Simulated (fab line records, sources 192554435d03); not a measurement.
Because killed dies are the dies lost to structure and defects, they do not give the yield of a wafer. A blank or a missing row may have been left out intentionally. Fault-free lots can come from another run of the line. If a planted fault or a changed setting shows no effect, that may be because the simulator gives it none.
Commonality check across tools || flow n5Finfet || 9 lots and 27 wafers in the sample

THE REASON FOR OPENING IT
N5_BEOL_M13_THK_MEAS_01, reading M13_ILD_THK: flagged on 3 of 9 lots. Fault-free wafers read 837 nm, with a standard deviation of 9.9.
Rule: flag the lot when none of its wafers has a number, or when each of its wafers that has one lies beyond 4 standard deviations from that mean. As for the other lots, they are considered sound.

{"lot": "L119", "measured": "day 12 09:49", "on": "filmMetro-01", "M13_ILD_THK (nm), wafer by wafer": "824 832 845", "flag": ""}
{"lot": "L124", "measured": "day 13 09:31", "on": "filmMetro-01", "M13_ILD_THK (nm), wafer by wafer": "812 837 837", "flag": ""}
{"lot": "L127", "measured": "day 14 12:23", "on": "filmMetro-01", "M13_ILD_THK (nm), wafer by wafer": "567 580 584", "flag": "FLAGGED"}
{"lot": "L128", "measured": "day 14 20:19", "on": "filmMetro-02", "M13_ILD_THK (nm), wafer by wafer": "578 561 586", "flag": "FLAGGED"}
{"lot": "L129", "measured": "day 15 14:38", "on": "filmMetro-01", "M13_ILD_THK (nm), wafer by wafer": "568 574 572", "flag": "FLAGGED"}
{"lot": "L132", "measured": "day 15 21:04", "on": "filmMetro-01", "M13_ILD_THK (nm), wafer by wafer": "862 850 859", "flag": ""}
{"lot": "L133", "measured": "day 16 07:41", "on": "filmMetro-02", "M13_ILD_THK (nm), wafer by wafer": "836 832 839", "flag": ""}
{"lot": "L134", "measured": "day 16 14:33", "on": "filmMetro-02", "M13_ILD_THK (nm), wafer by wafer": "816 848 827", "flag": ""}
{"lot": "L142", "measured": "day 18 04:23", "on": "filmMetro-01", "M13_ILD_THK (nm), wafer by wafer": "842 846 855", "flag": ""}
The numbers of the flagged lots are 574 nm on average: -263 nm against the usual, or -27 standard deviations.

TOOL THAT RAN EACH LOT
Before the reading, the record contains 4 process steps out of a 1938-step route. In each cell: the tool, then ch and the chambers that the sampled wafers went through, then the start.
{"lot": "L119", "flag": "", "N5_BEOL_M12_ETCH_67": "rieDiel-04 ch 0,1, day 12 04:52", "N5_BEOL_M12_STRIP_37": "plasmaAsher-02 ch 0,1, day 12 05:23", "N5_BEOL_M12_ETCH_38": "rieDiel-04 ch 1,2, day 12 07:10", "N5_BEOL_M13_ILD_DEP_00": "pecvd-04 ch 0,1,2, day 12 09:40"}
{"lot": "L124", "flag": "", "N5_BEOL_M12_ETCH_67": "rieDiel-05 ch 1,2,3, day 13 03:21", "N5_BEOL_M12_STRIP_37": "plasmaAsher-01 ch 0,1, day 13 03:52", "N5_BEOL_M12_ETCH_38": "rieDiel-02 ch 0,1, day 13 05:01", "N5_BEOL_M13_ILD_DEP_00": "pecvd-04 ch 0,2, day 13 09:22"}
{"lot": "L127", "flag": "FLAGGED", "N5_BEOL_M12_ETCH_67": "rieDiel-05 ch 1,2,3, day 14 07:23", "N5_BEOL_M12_STRIP_37": "plasmaAsher-01 ch 0,1, day 14 07:55", "N5_BEOL_M12_ETCH_38": "rieDiel-02 ch 0,2,3, day 14 10:19", "N5_BEOL_M13_ILD_DEP_00": "pecvd-04 ch 0,1,2, day 14 12:14"}
{"lot": "L128", "flag": "FLAGGED", "N5_BEOL_M12_ETCH_67": "rieDiel-05 ch 0,1,3, day 14 13:10", "N5_BEOL_M12_STRIP_37": "plasmaAsher-02 ch 0,1, day 14 13:41", "N5_BEOL_M12_ETCH_38": "rieDiel-02 ch 0,3, day 14 18:28", "N5_BEOL_M13_ILD_DEP_00": "pecvd-04 ch 0,2, day 14 20:10"}
{"lot": "L129", "flag": "FLAGGED", "N5_BEOL_M12_ETCH_67": "rieDiel-02 ch 0,1, day 15 12:13", "N5_BEOL_M12_STRIP_37": "plasmaAsher-01 ch 0,1, day 15 12:44", "N5_BEOL_M12_ETCH_38": "rieDiel-05 ch 1,2,3, day 15 13:00", "N5_BEOL_M13_ILD_DEP_00": "pecvd-04 ch 0,2, day 15 14:29"}
{"lot": "L132", "flag": "", "N5_BEOL_M12_ETCH_67": "rieDiel-05 ch 2,3, day 15 18:42", "N5_BEOL_M12_STRIP_37": "plasmaAsher-01 ch 0,1, day 15 19:14", "N5_BEOL_M12_ETCH_38": "rieDiel-04 ch 0,1, day 15 19:20", "N5_BEOL_M13_ILD_DEP_00": "pecvd-02 ch 0,1,2, day 15 20:58"}
{"lot": "L133", "flag": "", "N5_BEOL_M12_ETCH_67": "rieDiel-04 ch 1,3, day 16 04:52", "N5_BEOL_M12_STRIP_37": "plasmaAsher-01 ch 0,1, day 16 05:24", "N5_BEOL_M12_ETCH_38": "rieDiel-05 ch 1,2,3, day 16 05:53", "N5_BEOL_M13_ILD_DEP_00": "pecvd-03 ch 0,1,2, day 16 07:32"}
{"lot": "L134", "flag": "", "N5_BEOL_M12_ETCH_67": "rieDiel-05 ch 0,1,2, day 16 09:26", "N5_BEOL_M12_STRIP_37": "plasmaAsher-01 ch 0,1, day 16 09:58", "N5_BEOL_M12_ETCH_38": "rieDiel-02 ch 0,2,3, day 16 11:02", "N5_BEOL_M13_ILD_DEP_00": "pecvd-03 ch 0,1,2, day 16 14:24"}
{"lot": "L142", "flag": "", "N5_BEOL_M12_ETCH_67": "rieDiel-02 ch 1,2,3, day 18 00:19", "N5_BEOL_M12_STRIP_37": "plasmaAsher-02 ch 0,1, day 18 00:52", "N5_BEOL_M12_ETCH_38": "rieDiel-02 ch 0,2, day 18 01:37", "N5_BEOL_M13_ILD_DEP_00": "pecvd-02 ch 1,2, day 18 04:14"}
These steps, and what they do:
- N5_BEOL_M12_ETCH_67: etches SiARC in CF4, target depth 143 nm, time 238.3 s.
- N5_BEOL_M12_STRIP_37: strips in N2/H2.
- N5_BEOL_M12_ETCH_38: etches SiCN in CF4/N2, target depth 68.7 nm, time 73.4 s.
- N5_BEOL_M13_ILD_DEP_00: deposits SiOC from DEMS/O2, target thk 837.92 nm, time 166.4 s.
- N5_BEOL_M13_THK_MEAS_01

FLAGGED AGAINST TOTAL, ONE TOOL AT A TIME (gauges that did the reading follow at the end)
{"step": "N5_BEOL_M12_ETCH_67", "tool": "rieDiel-02", "lots run": 2, "flagged": 1, "share of the flagged lots": "some", "sound lots run after its first flagged lot": "1 (L142)"}
{"step": "N5_BEOL_M12_ETCH_67", "tool": "rieDiel-04", "lots run": 2, "flagged": 0, "share of the flagged lots": "none", "sound lots run after its first flagged lot": "-"}
{"step": "N5_BEOL_M12_ETCH_67", "tool": "rieDiel-05", "lots run": 5, "flagged": 2, "share of the flagged lots": "some", "sound lots run after its first flagged lot": "2 (L132,L134)"}
{"step": "N5_BEOL_M12_STRIP_37", "tool": "plasmaAsher-01", "lots run": 6, "flagged": 2, "share of the flagged lots": "some", "sound lots run after its first flagged lot": "3 (L132,L133,L134)"}
{"step": "N5_BEOL_M12_STRIP_37", "tool": "plasmaAsher-02", "lots run": 3, "flagged": 1, "share of the flagged lots": "some", "sound lots run after its first flagged lot": "1 (L142)"}
{"step": "N5_BEOL_M12_ETCH_38", "tool": "rieDiel-02", "lots run": 5, "flagged": 2, "share of the flagged lots": "some", "sound lots run after its first flagged lot": "2 (L134,L142)"}
{"step": "N5_BEOL_M12_ETCH_38", "tool": "rieDiel-04", "lots run": 2, "flagged": 0, "share of the flagged lots": "none", "sound lots run after its first flagged lot": "-"}
{"step": "N5_BEOL_M12_ETCH_38", "tool": "rieDiel-05", "lots run": 2, "flagged": 1, "share of the flagged lots": "some", "sound lots run after its first flagged lot": "1 (L133)"}
{"step": "N5_BEOL_M13_ILD_DEP_00", "tool": "pecvd-02", "lots run": 2, "flagged": 0, "share of the flagged lots": "none", "sound lots run after its first flagged lot": "-"}
{"step": "N5_BEOL_M13_ILD_DEP_00", "tool": "pecvd-03", "lots run": 2, "flagged": 0, "share of the flagged lots": "none", "sound lots run after its first flagged lot": "-"}
{"step": "N5_BEOL_M13_ILD_DEP_00", "tool": "pecvd-04", "lots run": 5, "flagged": 3, "share of the flagged lots": "all", "sound lots run after its first flagged lot": 0}
{"step": "N5_BEOL_M13_THK_MEAS_01", "tool": "filmMetro-01", "lots run": 6, "flagged": 2, "share of the flagged lots": "some", "sound lots run after its first flagged lot": "2 (L132,L142)"}
{"step": "N5_BEOL_M13_THK_MEAS_01", "tool": "filmMetro-02", "lots run": 3, "flagged": 1, "share of the flagged lots": "some", "sound lots run after its first flagged lot": "2 (L133,L134)"}

WHAT THE TABLE ALLOWS
All flagged lots share 1 row of the table, namely pecvd-04 at N5_BEOL_M13_ILD_DEP_00.
- pecvd-04 at N5_BEOL_M13_ILD_DEP_00: 3 of its 5 lots flagged. A fault beginning between L124 (day 13 09:22), its last sound lot, and L127 (day 14 12:14), its first flagged one, fits the data.
What remains is a single tool, pecvd-04 at N5_BEOL_M13_ILD_DEP_00.

WHAT WAS PUT IN BY THE SIMULATOR
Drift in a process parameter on pecvd-04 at N5_BEOL_M13_ILD_DEP_00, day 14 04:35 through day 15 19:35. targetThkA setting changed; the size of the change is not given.
Shown lots that were struck: L127, L128, L129. The rule above reached the same finding.
